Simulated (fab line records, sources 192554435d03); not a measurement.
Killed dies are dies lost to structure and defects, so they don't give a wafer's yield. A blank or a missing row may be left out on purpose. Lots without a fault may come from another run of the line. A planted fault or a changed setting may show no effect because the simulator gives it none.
Split-lot experiment | flow n5_finfet | 7 lots, 21 wafers read, on a route of 1938 steps

THE SPLIT
At N5_BEOL_M3_COAT_76 (time 60 s, resist thk 5 nm), the setting spin_rpm was moved away from the recipe's 1500 rpm on 3 of the 21 wafers read, by +5.2% to +10.9%. The other wafers ran this setting at the recipe's value.

FROM THE SPLIT TO THE READING: what the file shows between them, 3 steps
- N5_BEOL_M3_COAT_22: resist thk 30 nm
- N5_BEOL_M3_EBR_24
- N5_BEOL_M3_DESCUM_33: chemistry O2, time 7 s

THE READING
etch.depth_nm (the simulator's own value, which no gauge read), in nm, at N5_BEOL_M3_ETCH_77 (etches underlayer in N2/H2, target depth 6.5 nm, time 5.2 s). The file gives no usual value for it. The 18 wafers here that ran the recipe average 5.002 nm, standard deviation 0.015 nm.

wafer  | tool, chamber at the split | spin_rpm as run, rpm | against the recipe | etch.depth_nm, nm | against lot-mates on the recipe
L076.3 | litho_track-04, 0          | 1500                 | recipe             | 4.978             | -
L076.4 | litho_track-04, 0          | 1664                 | +10.9%             | 4.727             | -0.249
L076.6 | litho_track-04, 0          | 1500                 | recipe             | 4.974             | -
L079.1 | litho_track-01, 0          | 1500                 | recipe             | 4.998             | -
L079.4 | litho_track-01, 0          | 1500                 | recipe             | 4.993             | -
L079.6 | litho_track-01, 0          | 1500                 | recipe             | 4.982             | -
L086.1 | litho_track-04, 0          | 1500                 | recipe             | 4.993             | -
L086.2 | litho_track-04, 0          | 1500                 | recipe             | 5                 | -
L086.3 | litho_track-04, 0          | 1500                 | recipe             | 4.997             | -
L091.1 | litho_track-02, 0          | 1578                 | +5.2%              | 4.87              | -0.140
L091.2 | litho_track-02, 0          | 1500                 | recipe             | 5.01              | -
L091.4 | litho_track-02, 0          | 1578                 | +5.2%              | 4.893             | -0.117
L092.2 | litho_track-01, 0          | 1500                 | recipe             | 5.01              | -
L092.4 | litho_track-01, 0          | 1500                 | recipe             | 5.014             | -
L092.6 | litho_track-01, 0          | 1500                 | recipe             | 4.991             | -
L094.1 | litho_track-02, 0          | 1500                 | recipe             | 5.014             | -
L094.2 | litho_track-02, 0          | 1500                 | recipe             | 5.012             | -
L094.6 | litho_track-02, 0          | 1500                 | recipe             | 5.004             | -
L096.1 | litho_track-04, 0          | 1500                 | recipe             | 5.03              | -
L096.2 | litho_track-04, 0          | 1500                 | recipe             | 5.026             | -
L096.6 | litho_track-04, 0          | 1500                 | recipe             | 5.018             | -

THE FIT
A straight line over all 21 wafers: etch.depth_nm changes by -0.0246 nm for each +1% of spin_rpm; r = -0.98; the points scatter about the line by 0.016 nm.
The same after taking each lot's own level away (the mean of its wafers on the recipe; 21 wafers): -0.0233 nm for each +1%; r = -0.99; scatter 0.0073 nm.
On that fit, the largest move of spin_rpm shifts the reading by 0.26 nm.
The lots' own levels span 4.9760 to 5.0247 nm, that is 3.2 times the standard deviation above.
So the lot-to-lot level changes the slope little: the two slopes agree.
Check: with one of the wafers moved furthest among these (+10.9%) left out of the fit, the line predicts -0.27 nm for it against its lot-mates. It came out at -0.249 nm against them.

OTHER SPLITS ON THESE WAFERS
These wafers also went through other splits before the reading. Each is held against what the fit with the lots' levels taken away leaves over:
other split on the same wafers | wafers away from the commonest value | r with etch.depth_nm (lot level and that fit taken away)
N5_BEOL_M1_COAT_61 spin_rpm    | 7                                    | -0.12
N5_BEOL_M2_ETCH_69 bias_w      | 8                                    | +0.16
N5_BEOL_M2_ETCH_70 bias_w      | 3                                    | -0.24

THE FILE'S OWN FIT
etch.depth_nm changes by -0.0232 nm for each +1% of spin_rpm, r = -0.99.
